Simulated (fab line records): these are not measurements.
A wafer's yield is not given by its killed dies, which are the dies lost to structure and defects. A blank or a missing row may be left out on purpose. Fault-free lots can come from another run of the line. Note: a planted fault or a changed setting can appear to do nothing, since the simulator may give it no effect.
The tool behind it: which one? / flow nand-harc / 33 wafers from 11 lots sampled at 6 of the route's 1302 steps

== WHAT EACH GAUGE READ, for each wafer ==
NHARC_A_ONON_D2_THK_MEAS_14: measures by ellipsometry. Usual: thk-nm reads 1001 nm (standard deviation 7.2).
lot=L809; measured=day 12 22:15; on=film-metro-02; thk-nm (nm)=993 993 992; flag=
lot=L810; measured=day 13 09:49; on=film-metro-01; thk-nm (nm)=1000 1000 1001; flag=
lot=L811; measured=day 13 09:49; on=film-metro-02; thk-nm (nm)=1006 1005 1002; flag=
lot=L812; measured=day 13 21:57; on=film-metro-02; thk-nm (nm)=1007 1008 1008; flag=
lot=L816; measured=day 15 22:24; on=film-metro-01; thk-nm (nm)=1003 1003 1003; flag=
lot=L817; measured=day 16 04:08; on=film-metro-02; thk-nm (nm)=987 985 985; flag=
lot=L819; measured=day 16 11:29; on=film-metro-02; thk-nm (nm)=1003 1005 1004; flag=
lot=L822; measured=day 17 14:32; on=film-metro-01; thk-nm (nm)=994 994 993; flag=
lot=L826; measured=day 19 13:12; on=film-metro-01; thk-nm (nm)=1063 1062 1062; flag=OFF
lot=L827; measured=day 19 21:53; on=film-metro-02; thk-nm (nm)=1053 1052 1052; flag=OFF
lot=L831; measured=day 21 16:43; on=film-metro-01; thk-nm (nm)=1001 1000 1001; flag=

NHARC_END_SORT_01. Usual: killed-at-array 64, standard deviation 18; killed-at-other 0.8, standard deviation 1.1; killed-at-periphery 3.8, standard deviation 2.7; killed-dies 68, standard deviation 18; killed-open 3.3, standard deviation 1.9; killed-short 2.3, standard deviation 1.8.
lot=L822; measured=day 29 21:59; on=prober-01; killed-at-array=51 42 52; killed-at-other=0 1 0; killed-at-periphery=4 3 3; killed-dies=55 46 55; killed-open=3 1 3; killed-short=7 2 2; flag=

== WHICH TOOL RAN EACH LOT (tool, then ch and the chambers of the sampled wafers, then the start) ==
lot=L809; NHARC_A_CHANNEL_HOLE_D1_STRIP_27=rie-diel-10 ch 0,2,3, day 11 20:46 or earlier; NHARC_A_CHANNEL_FILL_D1_STRIP_29=rie-diel-12 ch 1,2,3, day 11 20:46 or earlier; NHARC_A_DECK1_JOINT_ETCHBACK_00=rie-si-05 ch 0,1,2, day 11 20:46; NHARC_A_ONON_D2_DEP_12=pecvd-onon-01 ch 0, day 12 21:44
lot=L810; NHARC_A_CHANNEL_HOLE_D1_STRIP_27=rie-diel-10 ch 0,1,3, day 12 02:19 or earlier; NHARC_A_CHANNEL_FILL_D1_STRIP_29=rie-diel-12 ch 0,3, day 12 02:19 or earlier; NHARC_A_DECK1_JOINT_ETCHBACK_00=rie-si-03 ch 0,3, day 12 02:19; NHARC_A_ONON_D2_DEP_12=pecvd-onon-01 ch 0, day 13 09:25
lot=L811; NHARC_A_CHANNEL_HOLE_D1_STRIP_27=rie-diel-10 ch 0,1, day 12 02:21 or earlier; NHARC_A_CHANNEL_FILL_D1_STRIP_29=rie-diel-09 ch 0,1, day 12 02:21 or earlier; NHARC_A_DECK1_JOINT_ETCHBACK_00=rie-si-04 ch 0,1,2, day 12 02:21; NHARC_A_ONON_D2_DEP_12=pecvd-onon-03 ch 0, day 13 09:28
lot=L812; NHARC_A_CHANNEL_HOLE_D1_STRIP_27=rie-diel-10 ch 1,2,3, day 12 17:34 or earlier; NHARC_A_CHANNEL_FILL_D1_STRIP_29=rie-diel-09 ch 0,1,3, day 12 17:34 or earlier; NHARC_A_DECK1_JOINT_ETCHBACK_00=rie-si-05 ch 0,1,2, day 12 17:34; NHARC_A_ONON_D2_DEP_12=pecvd-onon-02 ch 0, day 13 21:26
lot=L816; NHARC_A_CHANNEL_HOLE_D1_STRIP_27=rie-diel-03 ch 0,2,3, day 14 22:50 or earlier; NHARC_A_CHANNEL_FILL_D1_STRIP_29=rie-diel-04 ch 1,3, day 14 22:50 or earlier; NHARC_A_DECK1_JOINT_ETCHBACK_00=rie-si-03 ch 0,1,3, day 14 22:50; NHARC_A_ONON_D2_DEP_12=pecvd-onon-03 ch 0, day 15 21:52
lot=L817; NHARC_A_CHANNEL_HOLE_D1_STRIP_27=rie-diel-10 ch 0,1,2, day 14 12:02 or earlier; NHARC_A_CHANNEL_FILL_D1_STRIP_29=rie-diel-12 ch 0,1,3, day 14 12:02; NHARC_A_DECK1_JOINT_ETCHBACK_00=rie-si-05 ch 2,3, day 15 04:52; NHARC_A_ONON_D2_DEP_12=pecvd-onon-01 ch 0, day 16 03:38
lot=L819; NHARC_A_CHANNEL_HOLE_D1_STRIP_27=rie-diel-10 ch 1,2,3, day 15 09:14 or earlier; NHARC_A_CHANNEL_FILL_D1_STRIP_29=rie-diel-04 ch 0,3, day 15 09:14 or earlier; NHARC_A_DECK1_JOINT_ETCHBACK_00=rie-si-05 ch 0,1,3, day 15 09:14; NHARC_A_ONON_D2_DEP_12=pecvd-onon-01 ch 0, day 16 11:02
lot=L822; NHARC_A_CHANNEL_HOLE_D1_STRIP_27=rie-diel-10 ch 0,1,3, day 16 11:52 or earlier; NHARC_A_CHANNEL_FILL_D1_STRIP_29=rie-diel-12 ch 0,1,2, day 16 11:52 or earlier; NHARC_A_DECK1_JOINT_ETCHBACK_00=rie-si-05 ch 1,2,3, day 16 11:52; NHARC_A_ONON_D2_DEP_12=pecvd-onon-02 ch 0, day 17 14:01
lot=L826; NHARC_A_CHANNEL_HOLE_D1_STRIP_27=rie-diel-03 ch 0,1,2, day 18 08:46 or earlier; NHARC_A_CHANNEL_FILL_D1_STRIP_29=rie-diel-09 ch 0,1,3, day 18 08:46 or earlier; NHARC_A_DECK1_JOINT_ETCHBACK_00=rie-si-03 ch 1,2,3, day 18 08:46; NHARC_A_ONON_D2_DEP_12=pecvd-onon-03 ch 0, day 19 12:41
lot=L827; NHARC_A_CHANNEL_HOLE_D1_STRIP_27=rie-diel-10 ch 0,3, day 18 16:31 or earlier; NHARC_A_CHANNEL_FILL_D1_STRIP_29=rie-diel-12 ch 0,1,3, day 18 16:31 or earlier; NHARC_A_DECK1_JOINT_ETCHBACK_00=rie-si-03 ch 0,3, day 18 16:31; NHARC_A_ONON_D2_DEP_12=pecvd-onon-03 ch 0, day 19 21:22
lot=L831; NHARC_A_CHANNEL_HOLE_D1_STRIP_27=rie-diel-10 ch 0,1,3, day 19 20:09 or earlier; NHARC_A_CHANNEL_FILL_D1_STRIP_29=rie-diel-04 ch 1,3, day 19 20:09; NHARC_A_DECK1_JOINT_ETCHBACK_00=rie-si-05 ch 0,1,3, day 20 13:01; NHARC_A_ONON_D2_DEP_12=pecvd-onon-01 ch 0, day 21 16:14
- NHARC_A_CHANNEL_HOLE_D1_STRIP_27: strips in O2.
- NHARC_A_CHANNEL_FILL_D1_STRIP_29: strips in O2, time 20 s.
- NHARC_A_DECK1_JOINT_ETCHBACK_00: etches the open film in HBr, target depth 30 nm, time 17.4 s.
- NHARC_A_ONON_D2_DEP_12: target thk 1000 nm.

== AS READ BY THE TOOLS THEMSELVES (means over the sampled wafers that have a number; for cases with no such wafer, the mark the record gives instead) ==
NHARC_A_CHANNEL_HOLE_D1_STRIP_27. Usual: drypump-motor-current-A 5.6 A, standard deviation 0.4; oes-product-au 0.993 a.u., standard deviation 0.0094; rf-vpp-V 57.7 V, standard deviation 0.84; showerhead-plenum-p-Torr 3.47 Torr, standard deviation 0.11; throttle-valve-pct 17.036 %, standard deviation 0.0089.
lot=L809; tool=rie-diel-10; drypump-motor-current-A (A)=5.7; oes-product-au (a.u.)=1.003; rf-vpp-V (V)=57.7; showerhead-plenum-p-Torr (Torr)=3.54; throttle-valve-pct (%)=17.037; flag=
lot=L810; tool=rie-diel-10; drypump-motor-current-A (A)=5.7; oes-product-au (a.u.)=1.001; rf-vpp-V (V)=57.8; showerhead-plenum-p-Torr (Torr)=3.45; throttle-valve-pct (%)=17.030; flag=
lot=L811; tool=rie-diel-10; drypump-motor-current-A (A)=5.4; oes-product-au (a.u.)=0.999; rf-vpp-V (V)=57.1; showerhead-plenum-p-Torr (Torr)=3.45; throttle-valve-pct (%)=17.039; flag=
lot=L812; tool=rie-diel-10; drypump-motor-current-A (A)=5.4; oes-product-au (a.u.)=1.005; rf-vpp-V (V)=58.1; showerhead-plenum-p-Torr (Torr)=3.53; throttle-valve-pct (%)=17.038; flag=
lot=L816; tool=rie-diel-03; drypump-motor-current-A (A)=5.6; oes-product-au (a.u.)=0.996; rf-vpp-V (V)=57.9; showerhead-plenum-p-Torr (Torr)=3.53; throttle-valve-pct (%)=17.030; flag=
lot=L817; tool=rie-diel-10; drypump-motor-current-A (A)=5.5; oes-product-au (a.u.)=0.985; rf-vpp-V (V)=57.6; showerhead-plenum-p-Torr (Torr)=3.54; throttle-valve-pct (%)=17.036; flag=
lot=L819; tool=rie-diel-10; drypump-motor-current-A (A)=5.4; oes-product-au (a.u.)=1.004; rf-vpp-V (V)=57.0; showerhead-plenum-p-Torr (Torr)=3.53; throttle-valve-pct (%)=17.034; flag=
lot=L822; tool=rie-diel-10; drypump-motor-current-A (A)=5.7; oes-product-au (a.u.)=0.992; rf-vpp-V (V)=57.4; showerhead-plenum-p-Torr (Torr)=3.44; throttle-valve-pct (%)=17.034; flag=
lot=L826; tool=rie-diel-03; drypump-motor-current-A (A)=5.8; oes-product-au (a.u.)=0.987; rf-vpp-V (V)=57.4; showerhead-plenum-p-Torr (Torr)=3.45; throttle-valve-pct (%)=17.039; flag=
lot=L827; tool=rie-diel-10; drypump-motor-current-A (A)=6.0; oes-product-au (a.u.)=0.987; rf-vpp-V (V)=57.6; showerhead-plenum-p-Torr (Torr)=3.45; throttle-valve-pct (%)=17.035; flag=
lot=L831; tool=rie-diel-10; drypump-motor-current-A (A)=5.7; oes-product-au (a.u.)=0.995; rf-vpp-V (V)=57.7; showerhead-plenum-p-Torr (Torr)=3.44; throttle-valve-pct (%)=17.038; flag=

NHARC_A_CHANNEL_FILL_D1_STRIP_29. Usual: drypump-motor-current-A 5.7 A, standard deviation 0.58; oes-product-au 1.002 a.u., standard deviation 0.0086; rf-vpp-V 57.9 V, standard deviation 0.88; showerhead-plenum-p-Torr 3.53 Torr, standard deviation 0.12; throttle-valve-pct 17.037 %, standard deviation 0.01.
lot=L809; tool=rie-diel-12; drypump-motor-current-A (A)=6.3; oes-product-au (a.u.)=1.012; rf-vpp-V (V)=58.1; showerhead-plenum-p-Torr (Torr)=3.49; throttle-valve-pct (%)=17.053; flag=
lot=L810; tool=rie-diel-12; drypump-motor-current-A (A)=6.1; oes-product-au (a.u.)=1.019; rf-vpp-V (V)=58.1; showerhead-plenum-p-Torr (Torr)=3.59; throttle-valve-pct (%)=17.044; flag=
lot=L811; tool=rie-diel-09; drypump-motor-current-A (A)=5.9; oes-product-au (a.u.)=1.005; rf-vpp-V (V)=57.4; showerhead-plenum-p-Torr (Torr)=3.58; throttle-valve-pct (%)=17.038; flag=
lot=L812; tool=rie-diel-09; drypump-motor-current-A (A)=5.6; oes-product-au (a.u.)=1.002; rf-vpp-V (V)=57.5; showerhead-plenum-p-Torr (Torr)=3.57; throttle-valve-pct (%)=17.041; flag=
lot=L816; tool=rie-diel-04; drypump-motor-current-A (A)=5.2; oes-product-au (a.u.)=1.003; rf-vpp-V (V)=57.1; showerhead-plenum-p-Torr (Torr)=3.57; throttle-valve-pct (%)=17.037; flag=
lot=L817; tool=rie-diel-12; drypump-motor-current-A (A)=5.9; oes-product-au (a.u.)=1.009; rf-vpp-V (V)=57.4; showerhead-plenum-p-Torr (Torr)=3.57; throttle-valve-pct (%)=17.042; flag=
lot=L819; tool=rie-diel-04; drypump-motor-current-A (A)=5.2; oes-product-au (a.u.)=1.002; rf-vpp-V (V)=57.8; showerhead-plenum-p-Torr (Torr)=3.59; throttle-valve-pct (%)=17.040; flag=
lot=L822; tool=rie-diel-12; drypump-motor-current-A (A)=5.8; oes-product-au (a.u.)=1.000; rf-vpp-V (V)=57.2; showerhead-plenum-p-Torr (Torr)=3.51; throttle-valve-pct (%)=17.042; flag=
lot=L826; tool=rie-diel-09; drypump-motor-current-A (A)=5.6; oes-product-au (a.u.)=0.992; rf-vpp-V (V)=58.3; showerhead-plenum-p-Torr (Torr)=3.57; throttle-valve-pct (%)=17.033; flag=
lot=L827; tool=rie-diel-12; drypump-motor-current-A (A)=5.9; oes-product-au (a.u.)=1.002; rf-vpp-V (V)=58.1; showerhead-plenum-p-Torr (Torr)=3.57; throttle-valve-pct (%)=17.032; flag=
lot=L831; tool=rie-diel-04; drypump-motor-current-A (A)=5.2; oes-product-au (a.u.)=1.000; rf-vpp-V (V)=58.2; showerhead-plenum-p-Torr (Torr)=3.50; throttle-valve-pct (%)=17.030; flag=

NHARC_A_DECK1_JOINT_ETCHBACK_00. Usual: drypump-motor-current-A 5.7 A, standard deviation 0.61; oes-product-au 1.001 a.u., standard deviation 0.0091; throttle-valve-pct 23.266 %, standard deviation 0.0095.
lot=L809; tool=rie-si-05; drypump-motor-current-A (A)=6.1; oes-product-au (a.u.)=1.006; throttle-valve-pct (%)=23.263; flag=
lot=L810; tool=rie-si-03; drypump-motor-current-A (A)=4.9; oes-product-au (a.u.)=1.005; throttle-valve-pct (%)=23.271; flag=
lot=L811; tool=rie-si-04; drypump-motor-current-A (A)=6.1; oes-product-au (a.u.)=1.003; throttle-valve-pct (%)=23.259; flag=
lot=L812; tool=rie-si-05; drypump-motor-current-A (A)=6.1; oes-product-au (a.u.)=1.001; throttle-valve-pct (%)=23.262; flag=
lot=L816; tool=rie-si-03; drypump-motor-current-A (A)=5.5; oes-product-au (a.u.)=0.997; throttle-valve-pct (%)=23.271; flag=
lot=L817; tool=rie-si-05; drypump-motor-current-A (A)=5.8; oes-product-au (a.u.)=1.004; throttle-valve-pct (%)=23.258; flag=
lot=L819; tool=rie-si-05; drypump-motor-current-A (A)=5.6; oes-product-au (a.u.)=1.005; throttle-valve-pct (%)=23.258; flag=
lot=L822; tool=rie-si-05; drypump-motor-current-A (A)=5.6; oes-product-au (a.u.)=0.997; throttle-valve-pct (%)=23.273; flag=
lot=L826; tool=rie-si-03; drypump-motor-current-A (A)=5.5; oes-product-au (a.u.)=1.005; throttle-valve-pct (%)=23.271; flag=
lot=L827; tool=rie-si-03; drypump-motor-current-A (A)=5.2; oes-product-au (a.u.)=1.006; throttle-valve-pct (%)=23.269; flag=
lot=L831; tool=rie-si-05; drypump-motor-current-A (A)=5.6; oes-product-au (a.u.)=0.997; throttle-valve-pct (%)=23.271; flag=

NHARC_A_ONON_D2_DEP_12. Usual: n2-flow-sccm reads 2750 sccm (standard deviation 8.8).
lot=L809; tool=pecvd-onon-01; n2-flow-sccm (sccm)=2757; flag=
lot=L810; tool=pecvd-onon-01; n2-flow-sccm (sccm)=2749; flag=
lot=L811; tool=pecvd-onon-03; n2-flow-sccm (sccm)=2745; flag=
lot=L812; tool=pecvd-onon-02; n2-flow-sccm (sccm)=2759; flag=
lot=L816; tool=pecvd-onon-03; n2-flow-sccm (sccm)=2758; flag=
lot=L817; tool=pecvd-onon-01; n2-flow-sccm (sccm)=2756; flag=
lot=L819; tool=pecvd-onon-01; n2-flow-sccm (sccm)=2741; flag=
lot=L822; tool=pecvd-onon-02; n2-flow-sccm (sccm)=2760; flag=
lot=L826; tool=pecvd-onon-03; n2-flow-sccm (sccm)=2754; flag=
lot=L827; tool=pecvd-onon-03; n2-flow-sccm (sccm)=2760; flag=
lot=L831; tool=pecvd-onon-01; n2-flow-sccm (sccm)=2750; flag=

== THE ANSWER, worked out from the rows above alone ==
Rule: a lot is off if the mean of its wafers that have a number lies more than 3 standard deviations from the usual mean. Also off: a lot with no number at a reading for which 4 or more lots have one. Where the step has rows for the other lots, those lots are counted as sound. After the gauges, taken in route order, come the tools' own readings; for these a lot's mean is taken, as printed above. The first step at which some lot is off is used, and at that step the reading that is off furthest; a lot without a number counts as furthest.
Off at NHARC_A_ONON_D2_THK_MEAS_14 (thk-nm): L826, L827.
If a tool, at a process step before that reading, ran all the lots that are off and no sound lot after the first of them, it fits. Those tools and the gauges at NHARC_A_ONON_D2_THK_MEAS_14 are tried in the same way. NHARC_A_CHANNEL_HOLE_D1_STRIP_27: start missing for some lots; hours and lot order therefore follow NHARC_A_DECK1_JOINT_ETCHBACK_00. NHARC_A_CHANNEL_FILL_D1_STRIP_29: start missing for some lots; hours and lot order therefore follow NHARC_A_DECK1_JOINT_ETCHBACK_00. This does not decide it: 2 tools fit, namely rie-si-03 at NHARC_A_DECK1_JOINT_ETCHBACK_00 and pecvd-onon-03 at NHARC_A_ONON_D2_DEP_12.

== WHAT HAD BEEN PUT IN BY THE SIMULATOR ==
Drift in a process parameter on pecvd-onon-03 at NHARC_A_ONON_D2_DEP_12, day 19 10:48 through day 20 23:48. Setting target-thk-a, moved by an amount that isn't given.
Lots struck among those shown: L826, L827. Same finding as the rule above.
